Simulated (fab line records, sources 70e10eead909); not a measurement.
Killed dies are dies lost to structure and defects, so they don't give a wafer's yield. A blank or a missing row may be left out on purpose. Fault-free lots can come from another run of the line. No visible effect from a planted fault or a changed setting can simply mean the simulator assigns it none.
3 desks, one fault	flow nand-harc	numbers are kept per desk, each desk with only its own; the story behind them comes last

== THE DEFECT DESK ==
Counts from the inspections along the route, per lot, as means over the sampled wafers that have a number. A lot is out of limits, marked OUT, if its mean lies more than 4 standard deviations from the usual mean; the brackets give that distance.
Columns: A = raw-defect-count at NHARC_A_ONON_D1_INSPECT_32, usual 71
lot	first seen here	A
L864	day 8 04:50	63
L866	day 8 23:47	52
L865	day 9 00:07	58
L867	day 9 13:26	60
L872	day 11 12:49	73
L873	day 12 01:37	44
L874	day 12 11:47	87
L875	day 12 16:52	54
L876	day 13 02:21	56
L877	day 13 18:02	86
L879	day 14 12:04	70
L880	day 15 04:02	85
L881	day 15 14:47	118
Result from this desk: across the 13 lots, nothing is out of limits.

== TOOL OWNER'S DESK, rie-diel-05 ==
The tool's own readings at NHARC_A_CHANNEL_HOLE_D1_ETCH_39 (etches the open film in N2/H2, target depth 260 nm, time 325 s): means of the sampled wafers that have a number, for each lot that ran on this tool. A lot is out of limits, marked OUT, if its mean lies more than 4 standard deviations from the usual mean; the brackets give that distance.
Columns: A = drypump-motor-current-A at NHARC_A_CHANNEL_HOLE_D1_ETCH_39, usual 5.6 A; B = oes-product-au at NHARC_A_CHANNEL_HOLE_D1_ETCH_39, usual 1.002 a.u.; C = rf-vpp-V at NHARC_A_CHANNEL_HOLE_D1_ETCH_39, usual 430.2 V; D = showerhead-plenum-p-Torr at NHARC_A_CHANNEL_HOLE_D1_ETCH_39, usual 2.03 Torr; E = throttle-valve-pct at NHARC_A_CHANNEL_HOLE_D1_ETCH_39, usual 14.173 %
lot	first seen here	A	B	C	D	E
L864	day 8 11:43	5.3	0.999	431.1	2.03	14.172
L866	day 9 05:40	5.5	1.003	431.1	2.09	14.175
L874	day 12 15:37	5.5	0.997	430.4	2.01	14.171
L875	day 12 20:02	5.6	1.002	428.8	1.99	14.173
L876	day 13 05:17	5.1	0.998	431.9	2.08	14.177
L877	day 14 00:36	5.5	1.000	431.5	2.07	14.175
L880	day 15 09:11	5.3	1.102 (+14) OUT	429.6	2.03	14.169
L881	day 15 18:49	5.3	1.150 (+21) OUT	431.7	2.10	14.180
Finding of this desk: L880, L881 out of limits; the first was L880 at day 15 09:11, on oes-product-au at NHARC_A_CHANNEL_HOLE_D1_ETCH_39. In limits: L864, L866, L874, L875, L876, L877.

== METROLOGY DESK ==
Lot by lot, what the gauges showed, no matter which tool ran the lot: averages of those sampled wafers that carry a number. A lot is out of limits, marked OUT, if its mean lies more than 4 standard deviations from the usual mean; the brackets give that distance.
Columns: A = thk-nm at NHARC_A_ONON_D1_THK_MEAS_27, usual 999 nm
lot	first seen here	A
L864	day 8 03:44	998
L866	day 8 22:40	986
L865	day 8 23:01	990
L867	day 9 12:18	995
L872	day 11 11:41	996
L873	day 12 00:29	1001
L874	day 12 10:40	1003
L875	day 12 15:38	1002
L876	day 13 01:15	988
L877	day 13 16:56	997
L879	day 14 10:57	1006
L880	day 15 02:55	993
L881	day 15 13:41	993
Result from this desk: across the 13 lots, nothing is out of limits.

== TAKEN TOGETHER ==
The tool owner's desk had the chance to raise an alarm at day 15 09:11 on L880, L881.
Nothing out of limits was seen by the defect desk.
Nothing out of limits was seen by the metrology desk.
The defect desk has L880, L881 on record, within its limits.
The metrology desk has L880, L881 on record, within its limits.
Of the lots named, all ran NHARC_A_CHANNEL_HOLE_D1_ETCH_39 on rie-diel-05.

== WHAT WAS PUT IN BY THE SIMULATOR ==
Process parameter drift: rie-diel-05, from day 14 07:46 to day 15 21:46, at NHARC_A_CHANNEL_HOLE_D1_ETCH_39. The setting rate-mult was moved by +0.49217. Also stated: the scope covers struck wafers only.
Lots struck among those shown: L880, L881.
How many hours passed from the start of the fault until each desk's first out-of-limits reading: the tool owner's desk, 25.
